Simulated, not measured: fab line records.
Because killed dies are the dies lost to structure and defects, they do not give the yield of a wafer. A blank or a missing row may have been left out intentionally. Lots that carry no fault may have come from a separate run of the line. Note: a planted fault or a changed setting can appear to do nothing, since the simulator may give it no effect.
Struck lot and sound lot, side by side	flow n5 finfet	38 steps out of a route of 1938
Sound: wafers L904.2, L904.5, L904.6. Struck: wafer L901.1; the same lot's L901.5 was not struck, so it is left out; see the end for the cause.
For every step that has rows: the tool of each side, followed by ch and its chambers, followed by its first start. Under that, the readings that differ: sound wafers	struck wafers	difference of the means	sigmas: that difference in standard deviations of wafers without a fault.
alike: words and numbers the same on both sides, and readings whose means are apart by under 2 such deviations; not compared: readings that were withheld, readings missing a value for some wafer, numbers with overlapping values and no deviation given by the record, and bounds like >300 which may hide the same value.
A row with sigmas, a row that says differs or no value, or rows on one side alone: a step with any of these is where the two part. Numbers that don't overlap but have no deviation are shown without sigmas and don't part them. Lack of a reading on every wafer of one side parts them only where that side has two or more wafers.

first, 8 steps without rows for these wafers: N5_BEOL_M1_ECD_50 (material Cu, target thk 300 nm); N5_BEOL_M1_ANNEAL_51 (time 90 s); N5_BEOL_M1_CMP_52 (polishes, stops on SiOC, t overpolish 6.8 s, target thk 40 nm); N5_BEOL_M1_PRE_CLEAN_60 (time 15 s); N5_BEOL_M1_CO_CAP_55 (material Co, precursor CCTBA/H2, target thk 2 nm, time 102.1 s); N5_BEOL_M1_PRE_CLEAN_56 (time 15 s); N5_BEOL_M1_DEP_57 (deposits SiCN from 3MS/NH3, target thk 8 nm, time 14 s); N5_BEOL_M2_ILD_DEP_00 (deposits SiOC from DEMS/O2, target thk 79 nm, time 15.3 s).
N5_BEOL_M2_PECVD_72: deposits SiO2 from TEOS/O2, target thk 16 nm, time 18 s.
  sound on pecvd-03 ch 1,2, day 11 20:29; struck on pecvd-01 ch 1, day 11 17:10
reading	sound	struck	difference	sigmas
model.SiO2_of_BEOL_M2_PECVD_72.thk nm (nm)	16 16.6 16.2	21.8	+5.5	
  alike: heater power w, showerhead plenum p Torr, throttle valve pct
  not compared: since wet clean h
then, 25 steps without rows for these wafers: N5_BEOL_M2_HM_DEP_02 (deposits TiN, target thk 20 nm); N5_BEOL_M2_COAT_61 (time 60 s, resist thk 60 nm); N5_BEOL_M2_COAT_62 (time 60 s, resist thk 12 nm); N5_BEOL_M2_COAT_73 (time 60 s, resist thk 5 nm); N5_BEOL_M2_COAT_05 (resist thk 30 nm); N5_BEOL_M2_EBR_07; N5_BEOL_M2_SOFTBAKE_06 (time 60 s); N5_BEOL_M2_EXPOSE_08 (exposes mask M2); N5_BEOL_M2_PEB_09 (peb time 60 s); N5_BEOL_M2_DEVELOP_10 (develop time 30 s); N5_BEOL_M2_DESCUM_16 (chemistry O2, time 7 s); N5_BEOL_M2_ETCH_74 (etches underlayer in N2/H2, target depth 6.5 nm, time 5.2 s); N5_BEOL_M2_ETCH_63 (etches SiARC in CF4, target depth 15.6 nm, time 26 s); N5_BEOL_M2_ETCH_64 (etches SOC in N2/H2, target depth 75 nm, overetch 22.5 nm, time 121.9 s); N5_BEOL_M2_STRIP_65 (strips in N2/H2); N5_BEOL_M2_STRIP_75 (strips in N2/H2); N5_BEOL_M2_STRIP_66 (strips in CF4); N5_BEOL_M2_HM_OPEN_17 (chemistry Cl2/BCl3, target TiN, target depth 20 nm, overetch 6 nm); N5_BEOL_M2_STRIP_19 (strips in O2); N5_BEOL_M2_COAT_67 (time 60 s, resist thk 60 nm); N5_BEOL_M2_COAT_68 (time 60 s, resist thk 12 nm); N5_BEOL_M2_COAT_76 (time 60 s, resist thk 5 nm); N5_BEOL_M2_COAT_22 (resist thk 30 nm); N5_BEOL_M2_EBR_24; N5_BEOL_M2_SOFTBAKE_23 (time 60 s).
N5_BEOL_M2_HM_STRIP_39: strips TiN in peroxide tin strip, target depth 25 nm, time 158 s.
  sound on wet bench-05 ch 2,3,4, day 12 02:38; struck on wet bench-06 ch 3, day 11 19:53
reading	sound	struck	difference	sigmas
model.SiO2_of_BEOL_M2_PECVD_72.thk nm (nm)	15.8 16.4 16	21.6	+5.5	
  alike: bath guard temp C
N5_BEOL_M2_CMP_52: polishes, stops on SiOC, t overpolish 6.8 s, target thk 40 nm.
  sound on cmp-03 ch 1,2, day 12 06:50; struck on cmp-04 ch 2, day 12 01:19
reading	sound	struck	difference	sigmas
barrier field endpoint s (s)	24.9 25.7 25.6	30.8	+5.4	+7
edge zone pressure frac	0.997 0.995 0.994	1.009	+0.014	+3
  alike: head pressure psi, motor current A, retaining ring pressure frac
N5_BEOL_M4_RC_MEAS_101:
  sound on prober-01 ch 0, day 13 03:39; struck on prober-02 ch 0, day 12 20:39
  alike: DIBL_N, DIBL_P, IOFF_N, IOFF_P, ION_N, ION_P, SS_N, SS_P, VT_N, VT_P
N5_PASSIVATION_PROBE_49:
  rows exist in the record for the sound wafers here (prober-01, day 17 11:07), none for the struck ones

## WHERE THEY PART
First at N5_BEOL_M2_CMP_52; last, within this record, at N5_PASSIVATION_PROBE_49.

WHY: whatever the simulator had introduced
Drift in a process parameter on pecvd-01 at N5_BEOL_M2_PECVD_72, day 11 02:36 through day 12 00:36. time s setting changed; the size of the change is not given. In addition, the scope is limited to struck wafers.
